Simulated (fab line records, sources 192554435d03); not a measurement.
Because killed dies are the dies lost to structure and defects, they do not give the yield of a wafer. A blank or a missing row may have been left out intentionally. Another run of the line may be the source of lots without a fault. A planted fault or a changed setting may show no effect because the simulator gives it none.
fab line records	flow n5Finfet
record lots=10	wafers=30	lastDay=18
route steps=1938 shown BEOL_M8@1390 BEOL_M9@1411 PASSIVATION@1936
lots with no fault: from the same line, run without faults
startH: hours from the record's first day to the start of the lot's first wafer shown	waitH: how many hours have passed since the lot's step before this one	" repeats the value in the row above	L1.1+2: several wafers, shown together as one row	- no value, or no start given	* or withheld: withheld	< > ~ a bound
route shown NAME@n: NAME is a module with steps in the file, n the number in the route of the first one	usual: mean/standard deviation of fault-free wafers	same: alike in all rows	chamber/n: place in a boat	sites: the reading at each site	_std_site: standard deviation across them	_edge_site: outer sites' mean less inner sites'	radiusMm: for every site, how far away it sits from the centre of the wafer	mask NAME#n: copy n	behind: the tool/chamber that last shaped the wafer	hold: reason for holding the lot/hours on hold/outcome of the hold	device: the n, p or np transistor that did not switch	end of line: the route-end tests of the same wafers	a step without rows: its recipe alone	killed: the dies lost at the first sort to structure and to defects; this is not the yield of the wafer	map: the dies of a wafer, with x for killed, . for not killed, _ for no die there
set.NAME: the setting that was run; set.NAME@STEP: the one run at that earlier step	model.NAME: the simulator's own value behind a step, which no gauge read
one table for each step of the route and one row for each wafer, over a sample of lots
services: from which hour (startH, from the record's first day; less than 0 if before it) a tool's chamber was out of use, for how many hours, and why
## steps
# step N5_BEOL_M8_SURFACE_TREAT_79
# recipe gas=Ar	timeS=*	ionEnergyEv=*	ionCurrentMaCm2=0.5	pressureMtorr=*	arFlowSccm=30
# usual throttleValvePct=*
lot.wafer	tool	chamber	startH	waitH	throttleValvePct
L662.1	pvdSputter-01	-	223.73	0.2	*
L662.4	"	-	"	"	*
L662.6	"	-	"	"	*
L666.1	pvdSputter-01	-	253.87	0.3	*
L666.3	"	-	"	"	*
L666.4	"	-	"	"	*
L671.3	pvdSputter-02	-	280.35	0.2	*
L671.4	"	-	"	"	*
L671.5	"	-	"	"	*
L674.1	pvdSputter-03	-	286.17	0.2	*
L674.3	"	-	"	"	*
L674.6	"	-	"	"	*
L673.1	pvdSputter-01	-	286.34	0.2	*
L673.3	"	-	"	"	*
L673.5	"	-	"	"	*
L678.3	pvdSputter-02	-	320.35	0.2	*
L678.5	"	-	"	"	*
L678.6	"	-	"	"	*
L681.1	pvdSputter-01	-	335.37	0.2	*
L681.5	"	-	"	"	*
L681.6	"	-	"	"	*
L682.1	pvdSputter-02	-	361.66	0.2	*
L682.4	"	-	"	"	*
L682.5	"	-	"	"	*
L684.2	pvdSputter-03	-	362.32	0.2	*
L684.3	"	-	"	"	*
L684.5	"	-	"	"	*
L683.1	pvdSputter-01	-	364.01	1.3	*
L683.2	"	-	"	"	*
L683.5	"	-	"	"	*
# step N5_BEOL_M9_EXPOSE_08
# recipe maskId=M9	na=1.35	sourceShape=dipole	sigmaInner=0.411	sigmaOuter=0.611	polarization=te	doseMj=53.75
# usual exposureDoseMJCm2=53.70/0.051	reticleTempC=23.03/0.096
# same sigmaInner=0.411
lot.wafer	tool	chamber	startH	waitH	mask	exposureDoseMJCm2	reticleTempC
L662.1	arfiScanner-01	0	228.71	-	M9#0	53.79	23.11
L662.4	"	0	"	"	M9#0	53.76	23.24
L662.6	"	0	"	"	M9#0	53.77	23.03
L666.1	arfiScanner-01	0	260.73	-	M9#0	53.71	22.81
L666.3	"	0	"	"	M9#0	53.72	23.04
L666.4	"	0	"	"	M9#0	53.66	22.98
L671.3	arfiScanner-02	0	283.58	-	M9#0	53.76	23.20
L671.4	"	0	"	"	M9#0	53.76	23.05
L671.5	"	0	"	"	M9#0	53.69	22.90
L674.1	arfiScanner-01	0	291.99	-	M9#0	53.78	23.03
L674.3	"	0	"	"	M9#0	53.67	23.00
L674.6	"	0	"	"	M9#0	53.71	23.04
L673.1	arfiScanner-02	0	292.35	-	M9#0	53.66	22.89
L673.3	"	0	"	"	M9#0	53.68	22.94
L673.5	"	0	"	"	M9#0	53.72	22.90
L678.3	arfiScanner-01	0	323.98	-	M9#0	51.49	23.12
L678.5	"	0	"	"	M9#0	51.50	22.92
L678.6	"	0	"	"	M9#0	51.57	22.87
L681.1	arfiScanner-01	0	341.27	-	M9#0	52.34	22.90
L681.5	"	0	"	"	M9#0	52.30	22.99
L681.6	"	0	"	"	M9#0	52.25	23.01
L682.1	arfiScanner-01	0	364.59	-	M9#0	52.66	23.06
L682.4	"	0	"	"	M9#0	52.66	23.05
L682.5	"	0	"	"	M9#0	52.63	23.06
L684.2	arfiScanner-02	0	367.82	-	M9#0	53.75	23.12
L684.3	"	0	"	"	M9#0	53.70	23.02
L684.5	"	0	"	"	M9#0	53.72	23.00
L683.1	arfiScanner-03	0	367.98	-	M9#0	53.66	22.96
L683.2	"	0	"	"	M9#0	53.71	23.06
L683.5	"	0	"	"	M9#0	53.71	22.97
# step N5_BEOL_M9_CD_MEAS_11
# recipe targetCdNm=64.1	landingEnergyEv=500	detector=seInlens	polarity=opening
# usual cdNm=64.4/0.54
lot.wafer	tool	chamber	startH	waitH	cdNm
L662.1	cdSem-03	0	228.84	-	65.7
L662.4	"	0	"	"	66.0
L662.6	"	0	"	"	65.2
L666.1	cdSem-03	0	260.86	-	63.7
L666.3	"	0	"	"	64.1
L666.4	"	0	"	"	64.4
L671.3	cdSem-02	0	283.70	-	64.9
L671.4	"	0	"	"	64.7
L671.5	"	0	"	"	64.8
L674.1	cdSem-01	0	292.11	-	64.7
L674.3	"	0	"	"	64.3
L674.6	"	0	"	"	64.7
L673.1	cdSem-03	0	292.48	-	64.4
L673.3	"	0	"	"	64.4
L673.5	"	0	"	"	64.0
L678.3	cdSem-03	0	324.09	-	62.0
L678.5	"	0	"	"	62.4
L678.6	"	0	"	"	62.3
L681.1	cdSem-03	0	341.40	-	63.2
L681.5	"	0	"	"	62.9
L681.6	"	0	"	"	62.9
L682.1	cdSem-03	0	364.72	-	63.2
L682.4	"	0	"	"	63.1
L682.5	"	0	"	"	63.1
L684.2	cdSem-03	0	367.95	-	64.7
L684.3	"	0	"	"	64.1
L684.5	"	0	"	"	64.8
L683.1	cdSem-02	0	368.11	-	64.5
L683.2	"	0	"	"	63.7
L683.5	"	0	"	"	64.1
# step N5_BEOL_M9_INSPECT_13
# recipe mode=adi	inspectInstrument=brightfield
# usual rawDefectCount=390/86
lot.wafer	tool	chamber	startH	waitH	rawDefectCount
L662.1	defectInspect-01	-	228.89	0.0	407
L662.4	"	-	"	"	303
L662.6	"	-	"	"	323
L666.1	defectInspect-01	-	260.91	0.0	412
L666.3	"	-	"	"	406
L666.4	"	-	"	"	427
L671.3	defectInspect-02	-	283.75	0.0	397
L671.4	"	-	"	"	230
L671.5	"	-	"	"	472
L674.1	defectInspect-02	-	292.20	0.0	395
L674.3	"	-	"	"	444
L674.6	"	-	"	"	462
L673.1	defectInspect-02	-	292.53	0.0	424
L673.3	"	-	"	"	372
L673.5	"	-	"	"	311
L678.3	defectInspect-01	-	324.15	0.0	531
L678.5	"	-	"	"	434
L678.6	"	-	"	"	336
L681.1	defectInspect-02	-	341.45	0.0	339
L681.5	"	-	"	"	381
L681.6	"	-	"	"	434
L682.1	defectInspect-02	-	364.77	0.0	466
L682.4	"	-	"	"	456
L682.5	"	-	"	"	350
L684.2	defectInspect-02	-	368.00	0.0	405
L684.3	"	-	"	"	504
L684.5	"	-	"	"	343
L683.1	defectInspect-02	-	368.16	0.0	362
L683.2	"	-	"	"	361
L683.5	"	-	"	"	271
# step N5_BEOL_M9_ETCH_61
# recipe chemistry=CF4	target=SiARC	targetDepthA=390	maskMaterial=CAR-ArF	timeS=65	ionEnergyEv=80	pressureMtorr=40	sourceW=545	biasW=36	Ar_flow_sccm=100	cf4FlowSccm=100	ends=cleared
# usual drypumpMotorCurrentA=5.8/0.34	etchRfOnTimeS=65.4/1.2	oesProductAu=0.66/0.07	rfVppV=184.0/1.2	showerheadPlenumPTorr=2.14/0.075	throttleValvePct=15.61/0.2
lot.wafer	tool	chamber	startH	waitH	drypumpMotorCurrentA	etchRfOnTimeS	oesProductAu	rfHoursCounterH	rfVppV	showerheadPlenumPTorr	throttleValvePct
L662.1	rieDiel-04	2	228.96	0.0	5.8	64.4	0.62	177	183.4	2.14	15.68
L662.4	"	3	"	"	6.3	67.0	0.71	-	185.0	2.27	15.60
L662.6	"	0	"	"	5.5	66.5	0.59	-	183.0	2.03	15.85
L666.1	rieDiel-03	3	261.01	0.0	5.5	65.7	0.59	208	185.9	2.21	15.72
L666.3	"	0	"	"	5.9	65.3	0.70	75	183.2	2.08	15.37
L666.4	"	1	"	"	5.7	64.4	0.65	165	185.2	2.14	15.47
L671.3	rieDiel-02	3	283.89	0.0	4.9	62.7	0.62	236	180.9	2.03	16.05
L671.4	"	1	"	"	6.4	64.1	0.80	16	182.7	2.10	15.25
L671.5	"	0	"	"	5.7	65.7	0.78	-	184.2	2.17	15.29
L674.1	rieDiel-03	2	292.35	0.0	6.0	65.2	0.63	198	182.8	2.05	15.78
L674.3	"	0	"	"	5.9	65.9	0.70	84	184.7	2.07	15.39
L674.6	"	2	"	"	6.0	64.5	0.63	-	182.3	2.05	15.78
L673.1	rieDiel-04	1	293.08	0.0	5.2	66.2	0.79	11	183.0	2.19	15.27
L673.3	"	3	"	"	6.3	66.6	0.68	83	183.8	2.26	15.64
L673.5	"	2	"	"	5.8	64.8	0.61	-	182.1	2.13	15.73
L678.3	rieDiel-04	1	324.41	0.0	5.2	66.1	0.77	22	185.8	2.18	15.29
L678.5	"	2	"	"	5.8	65.0	0.60	-	184.5	2.12	15.75
L678.6	"	3	"	"	6.3	66.8	0.67	-	185.6	2.25	15.68
L681.1	rieDiel-04	1	341.52	0.0	5.2	65.5	0.76	26	184.3	2.18	15.29
L681.5	"	1	"	"	5.2	65.7	0.76	-	184.4	2.18	15.30
L681.6	"	0	"	"	5.5	62.8	0.84	-	185.4	2.27	15.39
L682.1	rieDiel-04	2	364.84	0.0	5.8	65.2	0.59	220	184.6	2.12	15.75
L682.4	"	0	"	"	5.5	62.7	0.82	11	185.4	2.27	15.37
L682.5	"	2	"	"	5.8	65.0	0.60	-	182.7	2.12	15.76
L684.2	rieDiel-04	1	368.31	0.0	5.2	66.0	0.75	31	183.7	2.18	15.31
L684.3	"	0	"	"	5.5	63.2	0.82	12	185.7	2.27	15.41
L684.5	"	0	"	"	5.5	63.1	0.83	-	186.6	2.27	15.37
L683.1	rieDiel-03	1	368.32	0.0	5.7	64.6	0.63	198	183.2	2.13	15.54
L683.2	"	0	"	"	5.9	66.8	0.68	104	183.8	2.07	15.44
L683.5	"	0	"	"	5.9	66.9	0.67	-	183.2	2.07	15.44
# step N5_PASSIVATION_PROBE_49
# usual defectLimitedYield=91.2/1.4	killed_at_M0_to_M3=35/11	killed_at_M4_up=14/5.6	killedAtContacts=12/5.6	killedAtFrontEnd=38/11	killedAtOther=4/3.4	killedDies=103/17	killedOpen=68/12	killedShort=33/8.8	sort_bin_4_leakage=0.00/0.007	sort_bin_5_function=5.1/0.89	sort_bin_6_memory=3.3/0.71	sortNPass=1077/17	sortYieldPct=91.2/1.4
# same grossDies=1180	killedAtBackSide=0	sort_bin_8_speed[%]=0
lot.wafer	tool	chamber	startH	waitH	defectLimitedYield[%]	killed_at_M0_to_M3	killed_at_M4_up	killedAtContacts	killedAtFrontEnd	killedAtOther	killedDies	killedOpen	killedShort	sort_bin_4_leakage[%]	sort_bin_5_function[%]	sort_bin_6_memory[%]	sortNPass	sortYieldPct[%]
L674.6	prober-02	-	353.37	0.3	87.8	45	7	18	54	20	144	88	53	0	5.8	5.3	1036	87.8
L673.3	prober-02	-	357.33	0.1	90.4	42	10	23	35	3	113	74	36	0	5.7	3.6	1067	90.4
L678.5	prober-01	-	395.37	0.9	90.8	50	10	15	33	1	109	69	39	0	5.6	3.4	1071	90.8
L681.1	prober-02	-	396.55	0.0	91.1	30	17	12	29	17	105	79	26	0	5.7	3.1	1075	91.1
L681.5	prober-02	-	396.75	0.2	90.9	35	20	12	27	13	107	76	31	0	5.7	3.1	1073	90.9
L681.6	prober-02	-	396.80	0.3	92.6	28	12	12	31	4	87	69	18	0	4.4	2.8	1093	92.6
# killed by level:class
L674.6 MOL_CONTACT_COAG:geometricParticle:open=12 STI_FIN_REVEAL:geometricParticle:open=10 MIM_TOP_ETCH:geometricParticle:open=10 BEOL_M1:geometricParticle:open=9 BEOL_M0_SAQP:geometricParticle:short=9 BEOL_M0_SAQP:geometricParticle:open=9 MIM_TOP_ETCH:geometricParticle:short=8 BEOL_M3:geometricParticle:open=8
L673.3 MOL_CONTACT_COAG:geometricParticle:open=15 STI_FIN_REVEAL:geometricParticle:open=12 BEOL_M0_SAQP:geometricParticle:short=10 BEOL_M2:geometricParticle:open=10 MOL_CONTACT_COAG:geometricParticle:short=8 BEOL_M3:geometricParticle:open=8 BEOL_M0_SAQP:geometricParticle:open=7 DUMMY_GATE:geometricParticle:open=5
L678.5 MOL_CONTACT_COAG:geometricParticle:open=15 BEOL_M1:geometricParticle:open=11 BEOL_M0_SAQP:geometricParticle:open=9 GATE_CUT:geometricParticle:short=8 BEOL_M0_SAQP:geometricParticle:short=8 BEOL_M0:geometricParticle:open=7 BEOL_M1:geometricParticle:short=6 BEOL_M3:geometricParticle:open=6
L681.1 BEOL_M2:geometricParticle:open=12 BEOL_M4:geometricParticle:open=12 MOL_CONTACT_COAG:geometricParticle:open=10 STI_FIN_REVEAL:geometricParticle:open=9 BEOL_M3:geometricParticle:open=7 GATE_CUT:geometricParticle:short=6 DUMMY_GATE:geometricParticle:open=5 BEOL_M1:geometricParticle:open=5
L681.5 BEOL_M4:geometricParticle:open=13 STI_FIN_REVEAL:geometricParticle:open=11 BEOL_M2:geometricParticle:open=8 MOL_CONTACT_COAG:geometricParticle:open=7 FIN_SAQP:geometricParticle:open=5 MOL_CONTACT_COAG:geometricParticle:short=5 BEOL_M0_SAQP:geometricParticle:short=5 BEOL_M0_SAQP:geometricParticle:open=5
L681.6 BEOL_M2:geometricParticle:open=13 MOL_CONTACT_COAG:geometricParticle:open=11 STI_FIN_REVEAL:geometricParticle:open=7 STARTING-WAFER:geometricParticle:open=6 BEOL_M4:geometricParticle:open=5 GATE_CUT:geometricParticle:short=4 BEOL_M0_SAQP:geometricParticle:short=4 BEOL_M3:geometricParticle:open=4
## services
tool	chamber	startH	hours	kind
rieDiel-04	0	204.06	8.8	repair
arfiScanner-02	-	232.23	1.3	pm
arfiScanner-02	-	254.51	3.9	pm
arfiScanner-01	-	263.16	3.9	pm
arfiScanner-02	-	268.11	0.8	repair
arfiScanner-01	-	268.44	1.3	repair
arfiScanner-02	-	269.31	5.0	pm
rieDiel-04	0	284.54	18.3	repair
arfiScanner-02	-	292.43	1.0	pm
arfiScanner-01	-	295.12	0.2	repair
arfiScanner-01	-	305.92	0.8	pm
arfiScanner-01	-	308.68	0.8	pm
pvdSputter-02	-	310.46	4.5	repair
arfiScanner-01	-	311.13	1.0	pm
rieDiel-03	0	318.87	4.7	repair
arfiScanner-02	-	320.99	4.9	pm
arfiScanner-01	-	321.22	1.3	pm
pvdSputter-02	-	324.98	1.7	repair
rieDiel-03	0	325.59	3.4	repair
arfiScanner-02	-	333.96	0.8	pm
pvdSputter-02	-	343.85	3.3	repair
rieDiel-04	1	350.14	7.9	repair
arfiScanner-02	-	357.73	1.3	pm
arfiScanner-02	-	359.40	0.5	repair
## key
firstSign step=N5_BEOL_M9_EXPOSE_08	reading=exposureDoseMJCm2	direction=down	sigmas=30	usual=53.70	struck=52.16
effect step=N5_BEOL_M9_CD_MEAS_11	reading=cdNm	direction=down	sigmas=3.1	usual=64.4	struck=62.8	through=controlLoop
metAt N5_BEOL_M9_EXPOSE_08
struckLots L678,L681,L682
loopTrim step=N5_BEOL_M9_EXPOSE_08	setting=dose	lots=L681,L682
notActingAt N5_BEOL_M8_SURFACE_TREAT_79,N5_BEOL_M9_INSPECT_13,N5_BEOL_M9_ETCH_61
onsetBetween 291.99 323.98
earlierFault kind=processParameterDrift	tool=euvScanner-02	chamber=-	onsetH=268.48	steps=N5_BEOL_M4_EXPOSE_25	channel=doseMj	offset=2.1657	shape=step	actsIn=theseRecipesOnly	stated=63
fault kind=processParameterDrift	tool=arfiScanner-01	chamber=-	onsetH=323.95	steps=N5_BEOL_M9_EXPOSE_08	channel=doseMj	offset=-2.1492	shape=step	actsIn=theseRecipesOnly	stated=53.75
# loopTrim: a control loop set the setting to another value than it would have without faults
